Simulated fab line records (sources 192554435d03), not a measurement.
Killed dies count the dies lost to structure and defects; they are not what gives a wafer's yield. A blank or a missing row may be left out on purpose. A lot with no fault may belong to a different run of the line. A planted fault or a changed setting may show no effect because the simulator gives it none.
fab line records	flow n5-finfet
record: lots: 24	wafers: 72	last-day: 21
route steps=1938 shown BEOL_M1@816 BEOL_M2@843
lots untouched by any fault: they come from a run of this same line in which no faults occurred
start-h: hours from the record's first day to the start of the lot's first wafer shown	wait-h: hours since the lot's step before	" identical to the entry in the row above	L1.1+2: one row covering several wafers at once	- value missing, or start not given	* or withheld: withheld	< > ~ a bound
route shown NAME@n: NAME is a module with steps in the file, n the number in the route of the first one	usual: mean and standard deviation over wafers with no fault	same: alike in all rows	chamber/n: place in a boat	sites: the reading at each site	_std_site: standard deviation of those values	_edge_site: mean of outer sites minus mean of inner sites	radius-mm: how far each site lies from the wafer's centre	mask NAME#n: copy n	behind: tool/chamber where the wafer was last shaped	hold: the reason the lot was held/the length of the hold in hours/how it ended	device: the n, p or np transistor that did not switch	end of line: at the end of the route, the tests of the same wafers	a step given without rows: its recipe and nothing more	killed: the dies lost at the first sort to structure and to defects; this is not the yield of the wafer	map: dies across one wafer; x = killed, . = not, _ = none there
set.NAME: the setting that was run; set.NAME@STEP: the one run at that earlier step	model.NAME: the simulator's own value behind a step, which no gauge read
steps of the route over a sample of lots; a table a step, a row a wafer
services: from which hour (start-h, from the record's first day; less than 0 if before it) a tool's chamber was out of use, for how many hours, and why
== steps ==
step: N5_BEOL_M1_SPUTTER_79
recipe: material: Cu	target-thk-a: 45	temp-c: -20	chamber-pressure-pa: 0.07	power-w: withheld	time-s: 8.29
usual: substrate-temp-c: -20.00/0.1	throttle-valve-pct: 29.6/0.75
lot.wafer	tool	chamber	start-h	wait-h	substrate-temp-c	throttle-valve-pct
L074.2	pvd-sputter-02	-	145.85	0.1	-19.99	30.0
L074.3	"	-	"	"	-19.90	27.8
L074.4	"	-	"	"	-20.04	30.0
L075.2	pvd-sputter-01	-	145.94	0.1	-19.80	29.3
L075.5	"	-	"	"	-19.89	28.8
L075.6	"	-	"	"	-20.07	30.0
L076.2	pvd-sputter-03	-	150.12	0.1	-19.96	30.1
L076.4	"	-	"	"	-20.19	28.8
L076.6	"	-	"	"	-20.02	30.3
L077.3	pvd-sputter-01	-	150.43	0.1	-19.88	29.0
L077.4	"	-	"	"	-20.03	29.8
L077.6	"	-	"	"	-20.08	29.6
L078.1	pvd-sputter-02	-	151.60	0.1	-20.02	27.6
L078.2	"	-	"	"	-19.96	29.8
L078.4	"	-	"	"	-20.01	30.0
L079.1	pvd-sputter-03	-	161.55	0.1	-20.03	30.4
L079.4	"	-	"	"	-20.04	30.6
L079.6	"	-	"	"	-19.91	30.2
L080.1	pvd-sputter-02	-	164.68	0.1	-20.04	30.4
L080.4	"	-	"	"	-19.79	27.8
L080.6	"	-	"	"	-20.04	28.1
L081.2	pvd-sputter-01	-	171.20	0.1	-20.13	29.9
L081.4	"	-	"	"	-20.06	29.9
L081.6	"	-	"	"	-20.07	29.8
L082.2	pvd-sputter-02	-	173.79	0.1	-19.93	27.3
L082.3	"	-	"	"	-19.95	28.9
L082.6	"	-	"	"	-19.86	30.1
L084.1	pvd-sputter-03	-	185.55	0.1	-20.08	30.9
L084.2	"	-	"	"	-20.17	30.0
L084.5	"	-	"	"	-20.02	29.8
L083.3	pvd-sputter-01	-	186.59	0.1	-19.97	28.9
L083.5	"	-	"	"	-20.14	29.6
L083.6	"	-	"	"	-19.96	29.7
L085.2	pvd-sputter-01	-	191.44	0.1	-20.08	29.8
L085.4	"	-	"	"	-20.25	29.1
L085.5	"	-	"	"	-19.86	29.8
L086.1	pvd-sputter-03	-	197.50	0.1	-20.10	30.7
L086.2	"	-	"	"	-20.13	29.1
L086.4	"	-	"	"	-20.03	30.1
L087.3	pvd-sputter-01	-	205.95	0.1	-19.78	29.5
L087.4	"	-	"	"	-20.05	29.8
L087.6	"	-	"	"	-19.92	29.9
L088.1	pvd-sputter-01	-	207.79	0.1	-20.12	29.0
L088.3	"	-	"	"	-20.15	29.9
L088.5	"	-	"	"	-20.06	29.2
L089.1	pvd-sputter-01	-	219.82	0.1	-19.97	29.2
L089.4	"	-	"	"	-20.11	29.8
L089.6	"	-	"	"	-19.86	29.7
L090.1	pvd-sputter-01	-	226.00	0.1	-20.10	29.1
L090.2	"	-	"	"	-20.00	29.7
L090.4	"	-	"	"	-20.22	29.8
L091.2	pvd-sputter-02	-	241.55	0.1	-20.11	27.8
L091.3	"	-	"	"	-19.97	29.4
L091.5	"	-	"	"	-19.91	30.1
L093.3	pvd-sputter-03	-	246.15	0.1	-19.93	29.0
L093.4	"	-	"	"	-19.89	30.2
L093.6	"	-	"	"	-19.97	30.3
L092.1	pvd-sputter-02	-	246.37	0.1	-20.16	27.5
L092.4	"	-	"	"	-19.94	29.0
L092.5	"	-	"	"	-19.84	30.1
L094.1	pvd-sputter-01	-	249.60	0.1	-20.10	29.1
L094.2	"	-	"	"	-20.13	29.9
L094.4	"	-	"	"	-19.87	29.8
L095.1	pvd-sputter-01	-	270.14	0.1	-20.05	29.8
L095.3	"	-	"	"	-20.20	29.0
L095.6	"	-	"	"	-20.10	30.1
L096.1	pvd-sputter-02	-	270.66	0.1	-19.81	27.8
L096.3	"	-	"	"	-19.93	29.8
L096.5	"	-	"	"	-19.95	29.3
L097.1	pvd-sputter-02	-	278.44	0.1	-19.95	30.0
L097.4	"	-	"	"	-20.07	27.7
L097.5	"	-	"	"	-19.96	28.9
step: N5_BEOL_M1_ANNEAL_87
recipe: temp-c: 400	time-s: 240	ambient: vacuum
usual: heater-power-w: 829/84
lot.wafer	tool	chamber	start-h	wait-h	heater-power-w
L074.2	pvd-sputter-02	-	146.37	0.0	735
L074.3	"	-	"	"	786
L074.4	"	-	"	"	956
L075.2	pvd-sputter-01	-	146.46	0.0	917
L075.5	"	-	"	"	895
L075.6	"	-	"	"	695
L076.2	pvd-sputter-03	-	150.64	0.0	920
L076.4	"	-	"	"	912
L076.6	"	-	"	"	874
L077.3	pvd-sputter-01	-	150.95	0.0	890
L077.4	"	-	"	"	788
L077.6	"	-	"	"	762
L078.1	pvd-sputter-02	-	152.12	0.0	792
L078.2	"	-	"	"	785
L078.4	"	-	"	"	963
L079.1	pvd-sputter-03	-	162.07	0.0	885
L079.4	"	-	"	"	1010
L079.6	"	-	"	"	894
L080.1	pvd-sputter-02	-	165.20	0.0	944
L080.4	"	-	"	"	791
L080.6	"	-	"	"	783
L081.2	pvd-sputter-01	-	171.72	0.0	767
L081.4	"	-	"	"	794
L081.6	"	-	"	"	776
L082.2	pvd-sputter-02	-	174.31	0.0	808
L082.3	"	-	"	"	856
L082.6	"	-	"	"	944
L084.1	pvd-sputter-03	-	186.07	0.0	1002
L084.2	"	-	"	"	853
L084.5	"	-	"	"	889
L083.3	pvd-sputter-01	-	187.13	0.0	889
L083.5	"	-	"	"	761
L083.6	"	-	"	"	751
L085.2	pvd-sputter-01	-	191.96	0.0	761
L085.4	"	-	"	"	899
L085.5	"	-	"	"	791
L086.1	pvd-sputter-03	-	198.02	0.0	1003
L086.2	"	-	"	"	867
L086.4	"	-	"	"	926
L087.3	pvd-sputter-01	-	206.47	0.0	710
L087.4	"	-	"	"	757
L087.6	"	-	"	"	702
L088.1	pvd-sputter-01	-	208.31	0.0	894
L088.3	"	-	"	"	789
L088.5	"	-	"	"	883
L089.1	pvd-sputter-01	-	220.34	0.0	885
L089.4	"	-	"	"	747
L089.6	"	-	"	"	777
L090.1	pvd-sputter-01	-	226.52	0.0	889
L090.2	"	-	"	"	710
L090.4	"	-	"	"	753
L091.2	pvd-sputter-02	-	242.07	0.0	799
L091.3	"	-	"	"	873
L091.5	"	-	"	"	958
L093.3	pvd-sputter-03	-	246.67	0.0	894
L093.4	"	-	"	"	890
L093.6	"	-	"	"	871
L092.1	pvd-sputter-02	-	246.89	0.0	783
L092.4	"	-	"	"	851
L092.5	"	-	"	"	754
L094.1	pvd-sputter-01	-	250.12	0.0	874
L094.2	"	-	"	"	785
L094.4	"	-	"	"	758
L095.1	pvd-sputter-01	-	270.66	0.0	796
L095.3	"	-	"	"	898
L095.6	"	-	"	"	705
L096.1	pvd-sputter-02	-	271.18	0.0	786
L096.3	"	-	"	"	728
L096.5	"	-	"	"	862
L097.1	pvd-sputter-02	-	278.96	0.0	746
L097.4	"	-	"	"	785
L097.5	"	-	"	"	844
step: N5_BEOL_M1_SPUTTER_88
recipe: material: Cu	target-thk-a: 45	temp-c: -20	chamber-pressure-pa: 0.07	power-w: withheld	time-s: 8.29
usual: substrate-temp-c: -19.99/0.1	throttle-valve-pct: 29.6/0.77
lot.wafer	tool	chamber	start-h	wait-h	substrate-temp-c	throttle-valve-pct
L074.2	pvd-sputter-02	-	146.51	0.1	-19.88	29.9
L074.3	"	-	"	"	-19.98	27.6
L074.4	"	-	"	"	-20.00	30.4
L075.2	pvd-sputter-01	-	146.60	0.1	-19.83	29.2
L075.5	"	-	"	"	-19.95	28.9
L075.6	"	-	"	"	-19.99	30.1
L076.2	pvd-sputter-03	-	150.78	0.1	-19.99	30.1
L076.4	"	-	"	"	-19.93	29.3
L076.6	"	-	"	"	-20.07	30.3
L077.3	pvd-sputter-01	-	151.09	0.1	-20.06	28.8
L077.4	"	-	"	"	-20.01	29.7
L077.6	"	-	"	"	-20.09	30.0
L078.1	pvd-sputter-02	-	152.26	0.1	-20.09	27.5
L078.2	"	-	"	"	-20.05	29.7
L078.4	"	-	"	"	-19.95	30.1
L079.1	pvd-sputter-03	-	162.21	0.1	-20.11	30.2
L079.4	"	-	"	"	-19.96	30.6
L079.6	"	-	"	"	-20.15	29.9
L080.1	pvd-sputter-02	-	165.34	0.1	-19.91	30.0
L080.4	"	-	"	"	-20.01	27.6
L080.6	"	-	"	"	-19.97	27.7
L081.2	pvd-sputter-01	-	171.86	0.1	-20.07	29.9
L081.4	"	-	"	"	-20.01	29.8
L081.6	"	-	"	"	-19.85	29.9
L082.2	pvd-sputter-02	-	174.45	0.1	-19.92	27.5
L082.3	"	-	"	"	-20.08	29.3
L082.6	"	-	"	"	-20.03	30.3
L084.1	pvd-sputter-03	-	186.21	0.1	-20.04	30.3
L084.2	"	-	"	"	-20.06	30.2
L084.5	"	-	"	"	-19.96	30.4
L083.3	pvd-sputter-01	-	187.29	0.1	-19.90	28.8
L083.5	"	-	"	"	-19.92	29.7
L083.6	"	-	"	"	-20.18	29.7
L085.2	pvd-sputter-01	-	192.10	0.1	-19.88	29.7
L085.4	"	-	"	"	-19.91	29.1
L085.5	"	-	"	"	-19.90	30.1
L086.1	pvd-sputter-03	-	198.16	0.1	-20.07	30.8
L086.2	"	-	"	"	-19.99	29.1
L086.4	"	-	"	"	-20.04	30.1
L087.3	pvd-sputter-01	-	206.61	0.1	-20.06	29.8
L087.4	"	-	"	"	-19.81	29.6
L087.6	"	-	"	"	-20.02	29.8
L088.1	pvd-sputter-01	-	208.45	0.1	-20.21	29.0
L088.3	"	-	"	"	-19.98	30.2
L088.5	"	-	"	"	-20.04	29.2
L089.1	pvd-sputter-01	-	220.48	0.1	-20.22	29.0
L089.4	"	-	"	"	-19.96	30.1
L089.6	"	-	"	"	-19.97	29.8
L090.1	pvd-sputter-01	-	226.66	0.1	-20.12	29.3
L090.2	"	-	"	"	-19.96	29.9
L090.4	"	-	"	"	-20.11	29.8
L091.2	pvd-sputter-02	-	242.21	0.1	-20.03	27.3
L091.3	"	-	"	"	-20.05	29.3
L091.5	"	-	"	"	-20.14	30.4
L093.3	pvd-sputter-03	-	246.81	0.1	-19.88	29.0
L093.4	"	-	"	"	-19.93	30.2
L093.6	"	-	"	"	-20.02	30.5
L092.1	pvd-sputter-02	-	247.03	0.1	-19.93	27.7
L092.4	"	-	"	"	-19.98	28.9
L092.5	"	-	"	"	-20.08	29.8
L094.1	pvd-sputter-01	-	250.26	0.1	-19.83	29.1
L094.2	"	-	"	"	-19.91	29.8
L094.4	"	-	"	"	-20.05	29.5
L095.1	pvd-sputter-01	-	270.80	0.1	-20.09	30.0
L095.3	"	-	"	"	-20.04	29.0
L095.6	"	-	"	"	-19.79	29.8
L096.1	pvd-sputter-02	-	271.32	0.1	-20.00	27.7
L096.3	"	-	"	"	-19.96	30.2
L096.5	"	-	"	"	-19.88	29.2
L097.1	pvd-sputter-02	-	279.10	0.1	-19.99	29.6
L097.4	"	-	"	"	-19.97	27.9
L097.5	"	-	"	"	-20.27	29.4
step: N5_BEOL_M1_RS_MEAS_58
recipe: thk-meas-gauge: four-point-probe	reads: Co_of_BEOL_M1_CO_CAP_55+Cu_of_BEOL_M1_ECD_50+Co_of_BEOL_M1_CVD_47+TaN_of_BEOL_M1_ALD_84
usual: M1_RS: 0.68/0.041
lot.wafer	tool	chamber	start-h	wait-h	M1_RS[ohm/sq]
L074.2	film-metro-01	-	148.43	0.1	0.72
L074.3	"	-	"	"	0.70
L074.4	"	-	"	"	0.66
L075.2	film-metro-02	-	148.70	0.1	0.67
L075.5	"	-	"	"	0.67
L075.6	"	-	"	"	0.64
L076.2	film-metro-02	-	152.71	0.1	0.69
L076.4	"	-	"	"	0.61
L076.6	"	-	"	"	0.66
L077.3	film-metro-02	-	153.03	0.1	0.65
L077.4	"	-	"	"	0.58
L077.6	"	-	"	"	0.60
L078.1	film-metro-01	-	154.28	0.0	0.73
L078.2	"	-	"	"	0.68
L078.4	"	-	"	"	0.60
L079.1	film-metro-02	-	164.13	0.0	0.73
L079.4	"	-	"	"	0.63
L079.6	"	-	"	"	0.66
L080.1	film-metro-01	-	167.30	0.0	0.67
L080.4	"	-	"	"	0.70
L080.6	"	-	"	"	0.65
L081.2	film-metro-01	-	173.80	0.1	0.66
L081.4	"	-	"	"	0.73
L081.6	"	-	"	"	0.60
L082.2	film-metro-02	-	176.41	0.1	0.70
L082.3	"	-	"	"	0.77
L082.6	"	-	"	"	0.67
L084.1	film-metro-01	-	188.14	0.0	0.71
L084.2	"	-	"	"	0.64
L084.5	"	-	"	"	0.66
L083.3	film-metro-02	-	189.36	0.1	0.63
L083.5	"	-	"	"	0.71
L083.6	"	-	"	"	0.69
L085.2	film-metro-01	-	194.03	0.1	0.69
L085.4	"	-	"	"	0.65
L085.5	"	-	"	"	0.64
L086.1	film-metro-01	-	200.30	0.0	0.72
L086.2	"	-	"	"	0.71
L086.4	"	-	"	"	0.73
L087.3	film-metro-01	-	208.55	0.1	0.63
L087.4	"	-	"	"	0.64
L087.6	"	-	"	"	0.65
L088.1	film-metro-01	-	210.43	0.0	0.66
L088.3	"	-	"	"	0.68
L088.5	"	-	"	"	0.73
L089.1	film-metro-01	-	222.41	0.0	0.68
L089.4	"	-	"	"	0.67
L089.6	"	-	"	"	0.66
L090.1	film-metro-02	-	228.60	0.0	0.72
L090.2	"	-	"	"	0.66
L090.4	"	-	"	"	0.64
L091.2	film-metro-02	-	244.28	0.1	0.68
L091.3	"	-	"	"	0.66
L091.5	"	-	"	"	0.60
L093.3	film-metro-01	-	248.74	0.1	0.67
L093.4	"	-	"	"	0.72
L093.6	"	-	"	"	0.71
L092.1	film-metro-02	-	249.01	0.0	0.68
L092.4	"	-	"	"	0.69
L092.5	"	-	"	"	0.68
L094.1	film-metro-01	-	252.21	0.0	0.77
L094.2	"	-	"	"	0.68
L094.4	"	-	"	"	0.76
L095.1	film-metro-01	-	272.74	0.0	0.69
L095.3	"	-	"	"	0.66
L095.6	"	-	"	"	0.67
L096.1	film-metro-01	-	273.26	0.0	0.67
L096.3	"	-	"	"	0.71
L096.5	"	-	"	"	0.67
L097.1	film-metro-02	-	281.04	0.0	0.66
L097.4	"	-	"	"	0.64
L097.5	"	-	"	"	0.69
step: N5_BEOL_M2_PECVD_72
recipe: material: SiO2	target-thk-a: 160	temp-c: 400	precursor: TEOS/O2	pressure-torr: 5.5	rf-w: 450	teos-flow-sccm: 53.8	gas: O2	flow-sccm: 3000	time-s: 18
usual: heater-power-outer-w: 412/72	heater-power-w: 688/110	rf-fwd-power-W: 444.1/2.1	showerhead-plenum-p-Torr: 8.79/0.037	throttle-valve-pct: 22.0/1
lot.wafer	tool	chamber	start-h	wait-h	heater-power-outer-w	heater-power-w	rf-fwd-power-W	showerhead-plenum-p-Torr	throttle-valve-pct
L074.2	pecvd-03	0	148.60	0.0	418	686	442.1	8.82	20.3
L074.3	"	1	"	"	304	534	444.1	8.76	23.8
L074.4	"	2	"	"	382	659	442.2	8.79	21.9
L075.2	pecvd-03	0	148.87	0.0	498	780	442.9	8.80	20.4
L075.5	"	0	"	"	505	775	442.3	8.82	20.3
L075.6	"	2	"	"	469	760	444.3	8.76	21.9
L076.2	pecvd-04	0	152.88	0.0	549	923	445.0	8.71	22.3
L076.4	"	1	"	"	376	616	440.9	8.78	21.8
L076.6	"	0	"	"	540	953	444.6	8.72	22.4
L077.3	pecvd-04	2	153.19	0.0	469	807	444.2	8.83	21.2
L077.4	"	1	"	"	327	518	444.1	8.76	22.2
L077.6	"	2	"	"	471	803	447.8	8.82	21.3
L078.1	pecvd-02	0	154.45	0.0	419	678	443.9	8.79	23.4
L078.2	"	2	"	"	381	645	447.2	8.80	21.7
L078.4	"	0	"	"	417	666	443.2	8.80	23.5
L079.1	pecvd-04	1	164.30	0.0	384	603	440.2	8.78	22.0
L079.4	"	1	"	"	380	612	442.8	8.79	22.1
L079.6	"	2	"	"	473	798	444.6	8.85	21.3
L080.1	pecvd-02	0	167.47	0.0	425	654	442.0	8.80	23.5
L080.4	"	2	"	"	366	612	446.3	8.80	21.5
L080.6	"	0	"	"	424	673	443.4	8.78	23.3
L081.2	pecvd-04	2	173.97	0.0	473	806	444.0	8.83	21.5
L081.4	"	0	"	"	430	772	445.4	8.72	22.5
L081.6	"	1	"	"	384	604	442.9	8.76	21.8
L082.2	pecvd-02	1	176.58	0.0	531	829	444.6	8.77	21.7
L082.3	"	0	"	"	390	615	444.3	8.81	23.4
L082.6	"	0	"	"	395	628	442.8	8.79	23.5
L084.1	pecvd-02	0	188.33	0.0	459	716	442.8	8.78	23.4
L084.2	"	1	"	"	529	801	442.4	8.79	21.5
L084.5	"	0	"	"	465	709	442.9	8.82	23.5
L083.3	pecvd-04	1	189.54	0.1	325	545	443.6	8.78	21.9
L083.5	"	2	"	"	407	731	444.6	8.85	21.5
L083.6	"	1	"	"	327	551	443.2	8.77	22.3
L085.2	pecvd-02	2	194.20	0.0	406	662	447.1	8.78	21.3
L085.4	"	1	"	"	448	710	442.2	8.77	21.6
L085.5	"	2	"	"	393	668	448.1	8.80	21.7
L086.1	pecvd-02	0	200.47	0.0	394	625	443.6	8.78	23.7
L086.2	"	1	"	"	453	743	444.6	8.80	21.2
L086.4	"	2	"	"	320	589	447.3	8.80	21.4
L087.3	pecvd-04	1	208.73	0.0	373	598	442.4	8.76	21.8
L087.4	"	2	"	"	416	747	444.7	8.85	21.6
L087.6	"	1	"	"	367	616	444.1	8.79	22.1
L088.1	pecvd-03	0	210.62	0.0	460	713	438.3	8.82	20.4
L088.3	"	1	"	"	246	466	442.5	8.73	24.1
L088.5	"	0	"	"	456	730	439.9	8.83	20.6
L089.1	pecvd-04	1	222.60	0.0	353	596	442.8	8.79	22.1
L089.4	"	0	"	"	451	811	445.6	8.71	22.4
L089.6	"	2	"	"	467	804	442.8	8.83	21.6
L090.1	pecvd-02	2	228.79	0.0	402	686	446.5	8.78	21.7
L090.2	"	1	"	"	529	824	444.3	8.82	21.5
L090.4	"	2	"	"	396	687	447.7	8.81	21.8
L091.2	pecvd-04	1	244.46	0.0	369	582	442.3	8.76	22.2
L091.3	"	1	"	"	372	576	442.6	8.77	22.2
L091.5	"	1	"	"	373	617	441.5	8.76	22.0
L093.3	pecvd-03	0	248.92	0.0	517	799	439.0	8.79	20.1
L093.4	"	2	"	"	435	729	445.8	8.79	19.5
L093.6	"	0	"	"	519	802	437.6	8.81	20.3
L092.1	pecvd-04	1	249.18	0.0	320	545	441.8	8.79	22.1
L092.4	"	1	"	"	323	536	443.2	8.77	22.1
L092.5	"	2	"	"	426	751	445.9	8.85	21.6
L094.1	pecvd-04	1	252.37	0.0	368	598	444.2	8.78	22.2
L094.2	"	2	"	"	439	761	443.3	8.85	21.8
L094.4	"	2	"	"	447	752	444.8	8.85	21.6
L095.1	pecvd-04	2	272.91	0.0	428	746	446.6	8.85	21.8
L095.3	"	1	"	"	330	533	443.3	8.77	22.3
L095.6	"	2	"	"	425	751	445.4	8.84	21.8
L096.1	pecvd-03	2	273.43	0.0	391	676	444.0	8.77	19.3
L096.3	"	1	"	"	254	466	446.9	8.76	23.9
L096.5	"	0	"	"	475	745	440.9	8.81	20.6
L097.1	pecvd-02	0	281.22	0.0	405	671	442.6	8.79	23.6
L097.4	"	0	"	"	401	674	443.4	8.79	23.7
L097.5	"	0	"	"	416	675	444.5	8.82	23.5
step: N5_BEOL_M2_STRIP_19
recipe: chemistry: O2	power-w: 400	temp-c: 40	pressure-mtorr: 30	rf-frequency-hz: 6e+07	bias-power-w: 0	overash-fraction: 0.2	o2-flow-sccm: 225
usual: drypump-motor-current-A: 6.00/0.22	oes-product-au: 0.78/0.079	rf-vpp-V: 3.7/0.54	showerhead-plenum-p-Torr: 2.06/0.059	throttle-valve-pct: 16.72/0.25
same: bias-power-w: 0
lot.wafer	tool	chamber	start-h	wait-h	drypump-motor-current-A	oes-product-au	rf-hours-counter-h	rf-vpp-V	showerhead-plenum-p-Torr	throttle-valve-pct
L074.2	rie-diel-03	0	151.28	0.1	5.49	0.77	144	3.2	2.08	16.88
L074.3	"	3	"	"	5.87	0.74	199	3.4	2.10	16.70
L074.4	"	2	"	"	6.09	0.78	98	4.2	2.00	16.50
L075.2	rie-diel-02	3	151.68	0.1	6.10	0.94	12	5.0	2.15	16.25
L075.5	"	2	"	"	6.18	0.77	-	3.8	2.01	16.45
L075.6	"	3	"	"	6.10	0.94	-	3.5	2.15	16.23
L076.2	rie-diel-03	1	154.13	0.1	5.92	0.75	147	4.8	2.00	16.98
L076.4	"	3	"	"	5.85	0.74	200	4.3	2.10	16.70
L076.6	"	0	"	"	5.47	0.77	-	4.0	2.08	16.89
L077.3	rie-diel-04	3	156.14	0.1	6.16	0.79	90	3.6	2.04	16.87
L077.4	"	2	"	"	5.78	0.69	230	3.9	2.06	17.04
L077.6	"	2	"	"	5.75	0.70	-	4.4	2.06	17.04
L078.1	rie-diel-04	3	156.32	0.1	6.13	0.80	90	3.2	2.04	16.88
L078.2	"	2	"	"	5.80	0.70	230	2.9	2.06	17.04
L078.4	"	1	"	"	6.06	0.76	146	4.3	2.05	17.00
L079.1	rie-diel-03	1	166.64	0.1	5.96	0.74	152	2.3	2.00	16.97
L079.4	"	2	"	"	6.09	0.77	104	3.9	2.00	16.53
L079.6	"	2	"	"	6.05	0.77	-	3.7	2.00	16.50
L080.1	rie-diel-04	2	170.15	0.1	5.81	0.69	234	4.2	2.06	17.04
L080.4	"	1	"	"	6.06	0.75	150	3.3	2.05	16.98
L080.6	"	3	"	"	6.12	0.79	-	4.0	2.03	16.89
L081.2	rie-diel-02	1	175.27	0.1	6.28	0.96	2	4.1	2.22	16.34
L081.4	"	3	"	"	6.11	0.91	22	3.4	2.14	16.26
L081.6	"	0	"	"	6.28	0.83	-	2.6	2.06	16.60
L082.2	rie-diel-04	1	178.23	0.1	6.05	0.76	153	4.8	2.05	16.99
L082.3	"	2	"	"	5.79	0.69	236	3.6	2.06	17.05
L082.6	"	2	"	"	5.76	0.69	-	4.1	2.06	17.06
L084.1	rie-diel-02	0	189.92	0.1	6.27	0.82	57	3.0	2.05	16.62
L084.2	"	1	"	"	6.26	0.92	7	3.3	2.22	16.35
L084.5	"	3	"	"	6.11	0.89	-	3.4	2.14	16.26
L083.3	rie-diel-02	3	191.40	0.1	6.12	0.89	27	3.3	2.14	16.26
L083.5	"	3	"	"	6.10	0.89	-	3.7	2.14	16.25
L083.6	"	0	"	"	6.32	0.83	-	3.5	2.05	16.60
L085.2	rie-diel-03	2	196.18	0.1	6.08	0.76	112	3.4	2.00	16.52
L085.4	"	3	"	"	5.88	0.73	212	4.0	2.10	16.72
L085.5	"	2	"	"	6.07	0.76	-	3.0	2.00	16.54
L086.1	rie-diel-02	1	202.02	0.1	6.28	0.93	10	3.5	2.22	16.36
L086.2	"	2	"	"	6.17	0.75	169	3.5	2.00	16.49
L086.4	"	3	"	"	6.11	0.90	31	3.9	2.14	16.26
L087.3	rie-diel-03	1	210.31	0.1	5.90	0.73	162	4.1	2.00	16.99
L087.4	"	0	"	"	5.45	0.75	162	4.0	2.07	16.92
L087.6	"	2	"	"	6.07	0.76	-	4.1	2.00	16.54
L088.1	rie-diel-02	0	211.93	0.2	6.26	0.81	65	3.7	2.05	16.62
L088.3	"	3	"	"	6.13	0.89	34	3.9	2.14	16.27
L088.5	"	1	"	"	6.29	0.90	-	4.0	2.22	16.35
L089.1	rie-diel-04	2	225.23	0.1	5.76	0.68	249	3.8	2.05	17.07
L089.4	"	1	"	"	6.06	0.74	166	3.1	2.04	17.02
L089.6	"	1	"	"	6.03	0.74	-	3.3	2.05	17.01
L090.1	rie-diel-03	1	231.70	0.1	5.91	0.72	169	2.7	2.00	17.02
L090.2	"	0	"	"	5.48	0.73	169	3.3	2.07	16.92
L090.4	"	2	"	"	6.06	0.74	123	4.0	1.99	16.55
L091.2	rie-diel-04	3	246.16	0.3	6.13	0.76	119	3.5	2.03	16.94
L091.3	"	2	"	"	5.82	1.00	2	3.9	2.05	16.63
L091.5	"	3	"	"	6.15	0.76	-	3.5	2.03	16.92
L093.3	rie-diel-04	2	250.27	0.2	5.81	0.98	4	3.4	2.05	16.63
L093.4	"	2	"	"	5.78	0.99	-	4.3	2.05	16.64
L093.6	"	3	"	"	6.13	0.76	-	3.9	2.02	16.93
L092.1	rie-diel-04	2	250.31	0.2	5.82	1.00	4	4.5	2.05	16.64
L092.4	"	1	"	"	6.04	0.73	-	4.3	2.04	17.03
L092.5	"	3	"	"	6.11	0.76	-	4.4	2.02	16.94
L094.1	rie-diel-03	1	253.86	0.1	5.94	0.71	176	2.9	1.99	17.03
L094.2	"	2	"	"	6.08	0.75	130	3.3	1.99	16.57
L094.4	"	3	"	"	5.87	0.71	232	3.9	2.09	16.77
L095.1	rie-diel-03	2	274.72	0.1	6.09	0.73	137	3.8	1.99	16.57
L095.3	"	3	"	"	5.85	0.71	239	3.6	2.09	16.77
L095.6	"	1	"	"	5.93	0.72	-	4.0	1.99	17.04
L096.1	rie-diel-03	2	275.58	0.1	6.06	0.74	137	3.0	1.99	16.58
L096.3	"	1	"	"	5.94	0.71	183	3.7	1.99	17.05
L096.5	"	1	"	"	5.93	0.71	-	2.8	1.99	17.04
L097.1	rie-diel-02	1	282.45	0.1	6.28	0.85	37	2.9	2.21	16.40
L097.4	"	3	"	"	6.07	0.85	57	3.3	2.13	16.31
L097.5	"	0	"	"	6.31	0.79	-	4.3	2.04	16.67
== services ==
tool	chamber	start-h	hours	kind
pecvd-04	-	131.97	1.6	repair
pvd-sputter-03	-	138.99	2.0	repair
rie-diel-02	1	151.07	-	clean
rie-diel-02	1	151.07	-	consumable-replace:focus-ring
rie-diel-02	1	151.07	-	consumable-replace:showerhead
pvd-sputter-02	-	172.82	0.6	repair
rie-diel-04	1	184.51	1.2	repair
pecvd-04	0	185.13	5.5	scheduled-down
pecvd-02	2	206.75	10.2	scheduled-down
pecvd-02	1	216.95	2.1	scheduled-down
pecvd-02	0	218.00	15.7	repair
rie-diel-04	2	219.63	4.6	repair
rie-diel-04	2	228.76	-	clean
rie-diel-04	2	228.76	-	consumable-replace:focus-ring
rie-diel-04	2	228.76	14.8	scheduled-down
rie-diel-04	2	228.76	14.8	vent-cycle
pecvd-02	2	228.89	4.6	repair
pecvd-04	0	234.41	21.7	repair
rie-diel-04	0	244.03	-	clean
rie-diel-04	0	244.03	-	consumable-replace:focus-ring
rie-diel-04	0	244.03	-	consumable-replace:showerhead
rie-diel-04	0	244.03	21.5	scheduled-down
rie-diel-04	0	244.03	21.5	vent-cycle
pecvd-02	1	276.46	5.5	scheduled-down
== key ==
fault none
